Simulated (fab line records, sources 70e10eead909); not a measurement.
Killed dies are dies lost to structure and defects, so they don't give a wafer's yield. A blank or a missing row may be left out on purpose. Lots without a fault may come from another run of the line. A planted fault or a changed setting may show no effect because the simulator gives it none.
fab line records | flow nand_harc
record lots=5 wafers=15 last_day=33
route steps=1302 shown A_DECK1_JOINT@530 A_ONON_D2@545 A_CHANNEL_HOLE_D2@570 A_CHANNEL_FILL_D2@637
lots that met no fault: from a run of the same line without faults
start_h: hours from the record's first day to the start of the lot's first wafer shown | wait_h: hours since the lot's step before | " the same as in the row above | L1.1+2: a row that stands for several wafers | - no value, or no start given | * or withheld: withheld | < > ~ a bound
route shown NAME@n: a module of which the file shows steps, and the number in the route of the first | usual: mean/standard deviation of fault-free wafers | same: alike in all rows | chamber/n: place in a boat | sites: the reading at each site | _std_site: their standard deviation | _edge_site: outer sites' mean less inner sites' | radius_mm: how far each site lies from the wafer's centre | mask NAME#n: copy n | behind: the tool/chamber that last shaped the wafer | hold: why the lot was held/for how many hours/how that ended | device: the transistor (n, p or np) that didn't switch | end of line: the same wafers' tests at the end of the route | a step without rows: its recipe alone | killed: dies lost to structure and defects at the first sort, not the wafer's yield | map: a wafer's dies, x killed, . not, _ none there
set.NAME: the setting as run; set.NAME@STEP: as run at that earlier step | model.NAME: the simulator's own value behind a step, which no gauge read
lots at some steps of the route; a table a step, a row a wafer
services: from which hour (start_h, from the record's first day; less than 0 if before it) a tool's chamber was out of use, for how many hours, and why
## steps
# step NHARC_A_DECK1_JOINT_ETCHBACK_00
# recipe target_depth_a=300 time_s=17.4 hbr_flow_sccm=150 rf_w=350 icp_w=350 bias_w=60 chemistry=HBr
# step NHARC_A_DECK1_JOINT_PRECLEAN_30
# recipe time_s=* temp_c=50 bath_age_min=0 chemistry=SC1
# step NHARC_A_DECK1_JOINT_SRD_31
# step NHARC_A_DECK1_JOINT_CVD_34
# recipe target_thk_a=200 temp_c=700 pressure_mtorr=300 material=SiNx
# step NHARC_A_DECK1_JOINT_DEP_06
# recipe target_thk_a=800 temp_c=65 material=SiOx
# step NHARC_A_DECK1_JOINT_CURE_26
# recipe temp_c=150 time_s=32 pressure_atm=0.395
# step NHARC_A_DECK1_JOINT_ANNEAL_27
# recipe temp_c=400 time_s=3600 idle_temp_c=300 ramp_up_c_per_min=10 densification_p_h2o_torr=640
# step NHARC_A_DECK1_JOINT_ANNEAL_28
# recipe temp_c=500 time_s=1800 idle_temp_c=400 ramp_up_c_per_min=10 densification_p_h2o_torr=640
# step NHARC_A_DECK1_JOINT_ANNEAL_29
# recipe temp_c=750 time_s=1800 idle_temp_c=500 ramp_up_c_per_min=10 ramp_down_c_per_min=3
# step NHARC_A_DECK1_JOINT_CMP_02
# recipe material=SiOx
# step NHARC_A_DECK1_JOINT_SRD_15
# step NHARC_A_DECK1_JOINT_DEP_16
# recipe target_thk_a=450 temp_c=400 pressure_torr=6.5 rf_w=900 teos_flow_sccm=161.4 flow_sccm=2650 target_thk_nm=45 gas=O2 material=SiO2
# usual heater_power_w=562/74 throttle_valve_pct=15.9/0.63
# columns lot.wafer tool chamber start_h wait_h heater_power_w throttle_valve_pct
L632.1 pecvd-04 1 299.82 0.1 717 15.7
L632.3 " 2 " " 574 15.9
L632.6 " 2 " " 583 16.2
L633.3 pecvd-02 2 316.82 0.1 580 16.7
L633.1 " 1 " " 585 15.5
L633.5 " 1 " " 608 15.3
L634.3 pecvd-04 0 332.28 0.1 521 15.4
L634.5 " 1 " " 675 15.8
L634.6 " 2 " " 625 16.2
L635.1 pecvd-04 1 337.81 0.1 716 15.5
L635.3 " 2 " " 627 16.3
L635.2 " 0 " " 527 15.8
L652.1 pecvd-02 1 491.85 0.1 661 15.9
L652.4 " 2 " " 723 17.2
L652.6 " 0 " " 418 15.3
# step NHARC_A_ONON_D2_DEP_00
# recipe target_thk_a=10000 n2_flow_sccm=2750 n2o_flow_sccm=2000 nh3_flow_sccm=500 sih4_flow_sccm=210 temp_c=400
# step NHARC_A_ONON_D2_DEP_03
# recipe target_thk_a=10000 n2_flow_sccm=2750 n2o_flow_sccm=2000 nh3_flow_sccm=500 sih4_flow_sccm=210 temp_c=400
# step NHARC_A_ONON_D2_DEP_06
# recipe target_thk_a=10000 n2_flow_sccm=2750 n2o_flow_sccm=2000 nh3_flow_sccm=500 sih4_flow_sccm=210 temp_c=400
# step NHARC_A_ONON_D2_DEP_09
# recipe target_thk_a=10000 n2_flow_sccm=2750 n2o_flow_sccm=2000 nh3_flow_sccm=500 sih4_flow_sccm=210 temp_c=400
# step NHARC_A_ONON_D2_DEP_12
# recipe target_thk_a=10000 n2_flow_sccm=2750 n2o_flow_sccm=2000 nh3_flow_sccm=500 sih4_flow_sccm=210 temp_c=400
# step NHARC_A_ONON_D2_ANNEAL_15
# recipe temp_c=750 time_s=3600
# step NHARC_A_ONON_D2_DEP_16
# recipe target_thk_a=10000 n2_flow_sccm=2750 n2o_flow_sccm=2000 nh3_flow_sccm=500 sih4_flow_sccm=210 temp_c=400
# step NHARC_A_ONON_D2_DEP_19
# recipe target_thk_a=10000 n2_flow_sccm=2750 n2o_flow_sccm=2000 nh3_flow_sccm=500 sih4_flow_sccm=210 temp_c=400
# step NHARC_A_ONON_D2_DEP_22
# recipe target_thk_a=10000 n2_flow_sccm=2750 n2o_flow_sccm=2000 nh3_flow_sccm=500 sih4_flow_sccm=210 temp_c=400
# step NHARC_A_ONON_D2_DEP_25
# recipe target_thk_a=10000 n2_flow_sccm=2750 n2o_flow_sccm=2000 nh3_flow_sccm=500 sih4_flow_sccm=210 temp_c=400
# step NHARC_A_ONON_D2_DEP_28
# recipe target_thk_a=10000 n2_flow_sccm=2750 n2o_flow_sccm=2000 nh3_flow_sccm=500 sih4_flow_sccm=210 temp_c=400
# step NHARC_A_ONON_D2_DEP_33
# recipe target_thk_a=2000 temp_c=400 pressure_torr=6.5 rf_w=900 teos_flow_sccm=161.4 flow_sccm=2650 target_thk_nm=200 gas=O2 material=SiO2
# step NHARC_A_CHANNEL_HOLE_D2_DEP_00
# recipe target_thk_a=31000 temp_c=400 material=aC
# step NHARC_A_CHANNEL_HOLE_D2_DEP_01
# recipe target_thk_a=1400 target_thk_nm=140 temp_c=400 pressure_torr=3.5 flow_sccm=200 rf_w=350 material=SiON
# step NHARC_A_CHANNEL_FILL_D2_RTA_24
# recipe temp_c=1000 time_s=5
# usual lamp_power_pct=28.3/0.45 wafer_temp_C_max=1005.7/1.8
# same time_s=5
# columns lot.wafer tool chamber start_h wait_h lamp_power_pct wafer_temp_C_max
L632.1 rtp_anneal-01 0 371.97 0.1 29.2 1023.3
L632.3 " 0 " " 29.1 1021.9
L632.6 " 0 " " 29.2 1022.6
L633.1 rtp_anneal-02 0 391.93 0.0 28.7 1005.5
L633.3 " 0 " " 28.7 1004.0
L633.5 " 0 " " 28.7 1004.2
L634.3 rtp_anneal-01 0 412.71 0.1 29.2 1022.5
L634.5 " 0 " " 29.2 1023.3
L634.6 " 0 " " 29.2 1025.9
L635.1 rtp_anneal-01 0 418.52 0.0 29.2 1025.0
L635.2 " 0 " " 29.2 1023.9
L635.3 " 0 " " 29.2 1024.3
L652.1 rtp_anneal-02 0 568.76 0.0 28.7 1003.1
L652.4 " 0 " " 28.7 1002.9
L652.6 " 0 " " 28.7 1002.6
## services
# columns tool chamber start_h hours kind
pecvd-02 0 276.65 2.2 repair
pecvd-04 0 282.49 - clean
pecvd-04 1 282.49 - clean
pecvd-04 2 282.49 - clean
pecvd-02 0 339.44 6.0 repair
rtp_anneal-01 - 372.14 12.0 pm
pecvd-02 - 408.44 13.0 pm
pecvd-02 0 408.44 13.0 vent_cycle
pecvd-02 1 408.44 13.0 vent_cycle
pecvd-02 2 408.44 13.0 vent_cycle
pecvd-02 0 421.44 - clean
pecvd-02 1 421.44 - clean
pecvd-02 2 421.44 - clean
pecvd-04 - 450.49 13.0 pm
pecvd-04 0 450.49 13.0 vent_cycle
pecvd-04 1 450.49 13.0 vent_cycle
pecvd-04 2 450.49 13.0 vent_cycle
pecvd-04 0 463.49 - clean
pecvd-04 1 463.49 - clean
pecvd-04 2 463.49 - clean
pecvd-02 2 523.95 18.8 repair
pecvd-02 1 538.81 - calibration
## key
first_sign step=NHARC_A_CHANNEL_FILL_D2_RTA_24 reading=wafer_temp_C_max direction=up sigmas=9.9 usual=* struck=*
effect step=NHARC_A_CHANNEL_FILL_D2_RTA_24 reading=lamp_power_pct direction=up sigmas=2.1 usual=28.3 struck=29.2
met_at NHARC_A_DECK1_JOINT_DEP_16,NHARC_A_CHANNEL_FILL_D2_RTA_24
struck_wafers L632.1,L632.3,L632.6,L634.3,L634.5,L634.6,L635.1,L635.2,L635.3
tester_left_out L632,L634,L635
onset_between 332.28 337.81
fault kind=process_parameter_drift tool=pecvd-04 chamber=2 onset_h=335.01 steps=NHARC_A_DECK1_JOINT_DEP_16 channel=target_thk_nm offset=-9.7767 shape=step acts_in=these_recipes_only stated=45
fault kind=process_parameter_drift tool=rtp_anneal-01 chamber=- onset_h=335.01 steps=NHARC_A_CHANNEL_FILL_D2_RTA_24 channel=temp_c offset=* shape=step acts_in=* stated=*
# tester_left_out: of these lots the tester's yield and bins aren't shown, on N5 and GAA mostly nor the transistor test; their killed dies are dies lost to structure and defects alone, not to doping, threshold or leakage, so they don't give the yield
